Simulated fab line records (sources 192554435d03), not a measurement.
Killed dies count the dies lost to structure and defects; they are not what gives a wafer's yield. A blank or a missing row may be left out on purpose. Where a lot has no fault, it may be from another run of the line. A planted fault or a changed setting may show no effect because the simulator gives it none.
A struck lot beside a sound one :: flow n5 finfet :: 43 out of 1938 route steps
Sound: the wafers L869.3, L869.5, L869.6. Struck: wafers L882.3, L882.5. (L882.4 of the same lot was not struck and is left out.) The cause comes at the end.
Order at every step that has rows: each side's tool, ch and its chambers, its first start. Under that, the readings that differ: sound wafers :: struck wafers :: difference of the means :: sigmas: that difference in standard deviations of wafers without a fault.
alike: readings whose means differ by less than 2 such deviations, and words and numbers that are the same on both sides. not compared: withheld readings, readings that some wafer has no value for, bounds like >300 that may hide the same value, and numbers for which the record gives no deviation and whose values overlap.
Wherever a step has rows on one side only, a row that says differs or no value, or a row with sigmas, the two part there. Numbers that don't overlap but have no deviation are shown without sigmas and don't part them. Lack of a reading on every wafer of one side parts them only where that side has two or more wafers.

first, 8 steps without rows for these wafers: N5_BEOL_M8_COAT_64 (time 60 s, resist thk 12 nm); N5_BEOL_M8_COAT_71 (time 60 s, resist thk 5 nm); N5_BEOL_M8_COAT_22 (resist thk 30 nm); N5_BEOL_M8_EBR_24; N5_BEOL_M8_SOFTBAKE_23 (time 60 s); N5_BEOL_M8_EXPOSE_25 (exposes mask V7, target cd 40 nm); N5_BEOL_M8_PEB_26 (peb time 60 s); N5_BEOL_M8_DEVELOP_27 (develop time 30 s).
N5_BEOL_M8_CD_MEAS_28 targets a cd of 40 nm.
  sound on cd sem-03 ch 0, day 10 03:17; struck on cd sem-01 ch 0, day 13 09:16
  alike: cd nm
N5_BEOL_M8_OVL_MEAS_29:
  sound on overlay-02 ch 0, day 10 03:19; struck on overlay-02 ch 0, day 13 09:19
  alike: V7_OVL
N5_BEOL_M8_INSPECT_30: inspects for defects (brightfield).
  sound on defect inspect-02 at day 10 03:22; struck on defect inspect-01 at day 13 09:22
  alike: raw defect count
then, 1 step without rows for these wafers: N5_BEOL_M8_DESCUM_33 (chemistry O2, time 7 s).
N5_BEOL_M8_ETCH_72: etches underlayer in N2/H2, target depth 6.5 nm, time 5.2 s.
  sound on rie diel-02 ch 0,1, day 10 03:26; struck on rie diel-02 ch 3, day 13 09:25
  alike: drypump motor current A, etch rf on time s, oes product au, rf vpp V, showerhead plenum p Torr, throttle valve pct
  not compared: rf hours counter h
then, 6 steps without rows for these wafers: N5_BEOL_M8_ETCH_65 (etches SiARC in CF4, target depth 15.6 nm, time 26 s); N5_BEOL_M8_ETCH_66 (etches SOC in N2/H2, target depth 80 nm, overetch 16 nm, time 120 s); N5_BEOL_M8_STRIP_69 (strips in N2/H2); N5_BEOL_M8_STRIP_73 (strips in N2/H2); N5_BEOL_M8_VIA_ETCH_34 (etches SiCOH lowk in C4F6/O2, target depth 125.5 nm, time 50.5 s); N5_BEOL_M8_STRIP_76 (strips in C4F6/O2).
N5_BEOL_M8_STRIP_36: strips in N2/H2.
  sound on rie diel-02 ch 0,1, day 10 03:38; struck on rie diel-02 ch 3, day 13 09:37
  alike: drypump motor current A, oes product au, rf vpp V, showerhead plenum p Torr, temp c, throttle valve pct
  not compared: rf hours counter h
then, 2 steps without rows for these wafers: N5_BEOL_M8_TRENCH_ETCH_37 (etches SiCOH lowk in C4F6/O2, target depth 93.478 nm, time 31.2 s); N5_BEOL_M8_ETCH_41 (etches SiCN in CH3F/O2, target depth 31.9 nm, time 57.8 s).
N5_BEOL_M8_STRIP_80: strips in N2/H2, time 10 s.
  sound: rie diel-02 ch 0,1; struck: rie diel-02 ch 3
  alike: drypump motor current A, oes product au, rf vpp V, showerhead plenum p Torr, temp c, throttle valve pct
  not compared: rf hours counter h
N5_BEOL_M8_OCD_MEAS_38:
  sound on ocd-02 at day 10 03:50; struck on ocd-01 at day 13 09:49
  alike: trench depth nm
then, 4 steps without rows for these wafers: N5_BEOL_M8_HM_STRIP_39 (strips TiN in peroxide tin strip, target depth 25 nm, time 158 s); N5_BEOL_M8_SRD_40 (time 30 s); N5_BEOL_M8_PRECLEAN_42 (cleans in residue remover, time 60 s); N5_BEOL_M8_SRD_43 (time 30 s).
N5_BEOL_M8_CD_MEAS_35 targets a cd of 40 nm.
  sound on cd sem-03 at day 10 03:59; struck on cd sem-02 at day 13 09:58
  alike: cd nm
then, 1 step without rows for these wafers: N5_BEOL_M8_CURE_75 (cures SiCOH lowk, time 120 s).
N5_BEOL_M8_DEGAS_44: time 60 s.
  sound on pvd sputter-02 at day 10 04:23; struck on pvd sputter-03 at day 13 10:39
  alike: heater power w
N5_BEOL_M8_PRE_CLEAN_45: time 30 s.
  sound on pvd sputter-02 at day 10 04:26; struck on pvd sputter-03 at day 13 10:41
  alike: heater power w
then, 5 steps without rows for these wafers: N5_BEOL_M8_ALD_77 (deposits TaN, target thk 2 nm, pulse time 2 s, purge time 3 s); N5_BEOL_M8_SURFACE_TREAT_79; N5_BEOL_M8_CVD_78 (deposits Co from CCTBA/H2, target thk 2 nm, time 142.3 s); N5_BEOL_M8_SPUTTER_48 (material Cu, target thk 10 nm, time 1.667 s); N5_BEOL_M8_ECD_50 (material Cu, target thk 300 nm).
N5_BEOL_M8_ANNEAL_51: time 90 s.
  sound on rtp anneal-01 ch 0, day 10 05:37; struck on rtp anneal-01 ch 0, day 13 11:49
  alike: wafer_temp_C_max
then, 1 step without rows for these wafers: N5_BEOL_M8_CMP_52 (polishes, stops on SiCOH lowk, t overpolish 6.9 s, target thk 80 nm).
N5_BEOL_M8_THK_MEAS_53: measures by xrf.
  sound on film metro-01 at day 10 06:07; struck on film metro-01 at day 13 12:20
  alike: M8_THK
then, 2 steps without rows for these wafers: N5_BEOL_M8_PRE_CLEAN_55 (time 15 s); N5_BEOL_M8_DEP_56 (deposits SiCN from 3MS/NH3, target thk 10 nm, time 17.5 s).
-- the record jumps here: 3 days lie between the struck wafers' starts before and after (it left off in module BEOL_M8 and takes up again in module PASSIVATION, whose first step shown is number 1936 of the route) --
N5_PASSIVATION_PROBE_49:
  sound on prober-02 at day 12 14:40; struck on prober-01 at day 16 07:05
reading: defect limited yield (%)
sound: 92.4 90.3 87.2
struck: 80.9 80.3
difference: -9.4
sigmas: -7

reading: killed_at_M0_to_M3
sound: 38 59 54
struck: 22 31
difference: -24
sigmas: -2

reading: killed_at_M4_up
sound: 7 11 11
struck: 141 135
difference: +128
sigmas: +21

reading: killed dies
sound: 90 115 151
struck: 225 233
difference: +110
sigmas: +6

reading: sort_bin_5_function (%)
sound: 5.0 5.3 6.2
struck: 11.4 13.7
difference: +7.1
sigmas: +8

reading: sort n pass
sound: 1090 1065 1029
struck: 955 947
difference: -110
sigmas: -6

reading: sort yield pct (%)
sound: 92.4 90.3 87.2
struck: 80.9 80.3
difference: -9.4
sigmas: -7
  alike: killed at contacts, killed at front end, killed at other, killed open, killed short, sort_bin_6_memory

== WHERE THEY PART ==
N5_PASSIVATION_PROBE_49 only, going by this record.

WHY: what the simulator had put in
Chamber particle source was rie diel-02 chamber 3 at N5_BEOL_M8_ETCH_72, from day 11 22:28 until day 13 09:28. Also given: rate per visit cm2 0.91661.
